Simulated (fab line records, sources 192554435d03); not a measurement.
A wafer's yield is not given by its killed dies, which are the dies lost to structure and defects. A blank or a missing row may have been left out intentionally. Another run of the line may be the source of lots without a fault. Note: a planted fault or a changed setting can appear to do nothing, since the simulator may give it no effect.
Chamber matching | flow n5-finfet | rie-diel-02 running N5_FIN_SAQP_ETCH_51: 4 sister chambers
The step etches SiARC in CF4, target depth 45.5 nm, time 75.8 s. 14 wafers are shown with their chamber, then 7 later ones without.

== WAFERS, EACH WITH ITS CHAMBER ==
wafer  | chamber | drypump-motor-current-A (A) | throttle-valve-pct (%) | showerhead-plenum-p-Torr (Torr)
L074.2 | 2       | 5.4                         | 15.83                  | 2.04
L074.3 | 3       | 6.6                         | 15.41                  | 2.05
L074.5 | 0       | 5.6                         | 15.60                  | 2.05
L076.1 | 3       | 6.5                         | 15.41                  | 2.05
L076.3 | 0       | 5.6                         | 15.61                  | 2.05
L076.5 | 1       | 5.4                         | 15.70                  | 2.05
L079.2 | 1       | 5.4                         | 15.71                  | 2.05
L079.5 | 1       | 5.4                         | 15.71                  | 2.05
L079.6 | 0       | 5.6                         | 15.62                  | 2.05
L083.2 | 0       | 5.6                         | 15.61                  | 2.05
L083.5 | 0       | 5.6                         | 15.62                  | 2.05
L083.6 | 1       | 5.3                         | 15.74                  | 2.05
L084.1 | 2       | 5.4                         | 15.89                  | 2.03
L084.5 | 3       | 6.5                         | 15.45                  | 2.05

SIGNATURES (means of the wafers above)
reading                  | chamber 0 | chamber 1 | chamber 2 | chamber 3 | scatter within a chamber
drypump-motor-current-A  | 5.600     | 5.375     | 5.400     | 6.533     | 0.0376
throttle-valve-pct       | 15.6120   | 15.7150   | 15.8600   | 15.4233   | 0.0201
showerhead-plenum-p-Torr | 2.0500    | 2.0500    | 2.0350    | 2.0500    | 0.00224
Rule: distance of a wafer from a chamber = root of the sum over the readings of ((wafer's reading minus chamber's mean) / reading's scatter) squared. The wafer belongs to the nearest chamber; if the next one is less than 2 further off, it can't be placed. The scatter: take each reading less its chamber's mean, square it, sum over the shown wafers, divide by the number of wafers less the number of chambers, and take the root.

== WAFERS MISSING THEIR CHAMBER ==
wafer  | drypump-motor-current-A (A) | throttle-valve-pct (%) | showerhead-plenum-p-Torr (Torr)
L084.6 | 5.4                         | 15.88                  | 2.03
L086.1 | 5.6                         | 15.64                  | 2.05
L086.5 | 5.6                         | 15.65                  | 2.05
L086.6 | 6.6                         | 15.46                  | 2.04
L096.2 | 5.3                         | 15.77                  | 2.04
L096.3 | 5.6                         | 15.69                  | 2.04
L096.6 | 5.6                         | 15.67                  | 2.04

== EACH ONE'S CHAMBER ==
wafer  | from the rows above     | in truth
L084.6 | 2                       | 2
L086.1 | 0                       | 0
L086.5 | 0                       | 0
L086.6 | 3                       | 3
L096.2 | can't be placed: 1 or 2 | 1
L096.3 | can't be placed: 0 or 1 | 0
L096.6 | 0                       | 0
Correctly placed: 5 of 7. Not placeable from these rows: 2 (in 2, the candidates include the true chamber). Placed wrongly: 0.
